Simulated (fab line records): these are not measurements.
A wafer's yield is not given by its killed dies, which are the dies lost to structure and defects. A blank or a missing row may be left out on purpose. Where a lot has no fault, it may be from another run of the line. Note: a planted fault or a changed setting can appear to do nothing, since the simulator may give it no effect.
Which tool did it?	flow nand-harc	24 lots, 72 wafers sampled, at 1 step of a route of 1302

WHAT EACH GAUGE READ, for each wafer
NHARC_A_ONON_D1_THK_MEAS_24: measures by ellipsometry.
lot	measured	on	thk-nm (nm)
L074	day 8 07:54	film-metro-02	1000 1000 999
L075	day 8 16:02	film-metro-01	985 985 983
L076	day 9 10:43	film-metro-02	984 985 982
L077	day 9 15:50	film-metro-01	998 1000 1001
L078	day 9 22:01	film-metro-02	1008 1008 1009
L079	day 10 19:56	film-metro-01	1000 999 1000
L080	day 11 02:04	film-metro-02	1002 1003 1005
L081	day 11 11:08	film-metro-02	1002 1000 1002
L082	day 11 18:34	film-metro-02	1012 1012 1011
L083	day 12 06:16	film-metro-01	1004 1005 1004
L084	day 12 15:50	film-metro-02	992 991 992
L085	day 13 06:50	film-metro-02	984 983 984
L086	day 13 06:50	film-metro-01	983 983 982
L088	day 14 03:57	film-metro-02	1017 1018 1016
L087	day 14 04:59	film-metro-02	1008 1009 1008
L090	day 14 18:42	film-metro-02	996 995 995
L089	day 14 18:43	film-metro-01	999 1003 1003
L091	day 15 11:47	film-metro-02	1000 999 999
L093	day 15 22:08	film-metro-02	1024 1025 1023
L092	day 15 22:09	film-metro-01	996 997 995
L094	day 16 09:38	film-metro-01	1010 1012 1012
L095	day 16 16:12	film-metro-01	1010 1009 1009
L096	day 17 12:41	film-metro-02	987 988 989
L097	day 17 18:10	film-metro-01	1017 1016 1015

EACH LOT AND THE TOOL THAT RAN IT (in order: tool; ch and the chambers of the sampled wafers; start)
The record shows no process step preceding these readings.

WHAT THE TOOLS THEMSELVES READ (means of the sampled wafers that have a number; where no wafer has one, the mark that the record gives instead)
The record holds no such reading with a usual standard deviation.

THE ANSWER, worked out from the rows above alone
Rule: usual is defined by the lots themselves. The widest of any qualifying gaps counts: lots, ordered by their means at a reading, are off when they make up no more than a third of the lots, leave a main group of 4 or more, and stand apart from it by 3 or more times the standard deviation of that group's means. The tables above print the reading to a certain number of digits; a main group whose means all agree to those digits is not used. A lot without any number at a reading at which 4 lots or more have one is off too. Where the step has rows for the other lots, those lots are counted as sound. After the gauges, taken in route order, come the tools' own readings; for these a lot's mean is taken, as printed above. At the first step where some lot is off, the reading lying furthest off is the one used; lots without a number count as furthest.
No lot is off at any reading shown: from this, nothing can be told.

WHAT WAS PUT IN BY THE SIMULATOR
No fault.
